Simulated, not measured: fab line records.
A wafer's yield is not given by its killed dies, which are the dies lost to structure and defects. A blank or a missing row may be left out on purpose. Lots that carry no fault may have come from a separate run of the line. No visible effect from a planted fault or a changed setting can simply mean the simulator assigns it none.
Chamber matching :: flow nandHarc :: rieDiel-05 running NHARC_P_ZERO_WELL_DESCUM_13: 4 sister chambers
The step chemistry O2, time 3 s. 8 wafers are shown with their chamber, then 7 later ones without.

== EACH WAFER AND ITS CHAMBER ==
wafer: L077.6
chamber: 3
drypumpMotorCurrentA (A): 4.9
showerheadPlenumPTorr (Torr): 1.80

wafer: L081.3
chamber: 0
drypumpMotorCurrentA (A): 5.5
showerheadPlenumPTorr (Torr): 2.01

wafer: L081.5
chamber: 1
drypumpMotorCurrentA (A): 6.6
showerheadPlenumPTorr (Torr): 1.89

wafer: L087.3
chamber: 2
drypumpMotorCurrentA (A): 6.3
showerheadPlenumPTorr (Torr): 1.84

wafer: L087.4
chamber: 3
drypumpMotorCurrentA (A): 4.9
showerheadPlenumPTorr (Torr): 1.79

wafer: L087.6
chamber: 0
drypumpMotorCurrentA (A): 5.5
showerheadPlenumPTorr (Torr): 2.01

wafer: L089.3
chamber: 2
drypumpMotorCurrentA (A): 6.3
showerheadPlenumPTorr (Torr): 1.84

wafer: L089.4
chamber: 1
drypumpMotorCurrentA (A): 6.7
showerheadPlenumPTorr (Torr): 1.88

== WAFERS WITH NO CHAMBER GIVEN ==
wafer: L089.6
drypumpMotorCurrentA (A): 6.3
showerheadPlenumPTorr (Torr): 1.84

wafer: L091.1
drypumpMotorCurrentA (A): 5.0
showerheadPlenumPTorr (Torr): 1.79

wafer: L091.2
drypumpMotorCurrentA (A): 6.3
showerheadPlenumPTorr (Torr): 1.84

wafer: L091.3
drypumpMotorCurrentA (A): 6.6
showerheadPlenumPTorr (Torr): 1.88

wafer: L093.1
drypumpMotorCurrentA (A): 5.5
showerheadPlenumPTorr (Torr): 2.01

wafer: L093.3
drypumpMotorCurrentA (A): 6.7
showerheadPlenumPTorr (Torr): 1.87

wafer: L093.4
drypumpMotorCurrentA (A): 6.3
showerheadPlenumPTorr (Torr): 1.84

== THE CHAMBER EACH PASSED THROUGH ==
wafer: L089.6
from the rows above: 2
in truth: 2

wafer: L091.1
from the rows above: 3
in truth: 3

wafer: L091.2
from the rows above: 2
in truth: 2

wafer: L091.3
from the rows above: 1
in truth: 1

wafer: L093.1
from the rows above: 0
in truth: 0

wafer: L093.3
from the rows above: 1
in truth: 1

wafer: L093.4
from the rows above: 2
in truth: 2
Placed correctly: 7 of 7. Left unplaced by these rows: 0. Wrongly placed: 0.
How it was worked out, from the rows above alone: a wafer's distance from a chamber is the root of the sum, over the readings, of the square of ((its reading less the chamber's mean) divided by the reading's scatter). If the next closest chamber is less than 2 further off than the closest, the wafer can't be placed; otherwise it belongs to the closest. For every chamber, the mean is computed from those of its wafers that are shown. The scatter: take each reading less its chamber's mean, square it, sum over the shown wafers, divide by the number of wafers less the number of chambers, and take the root.
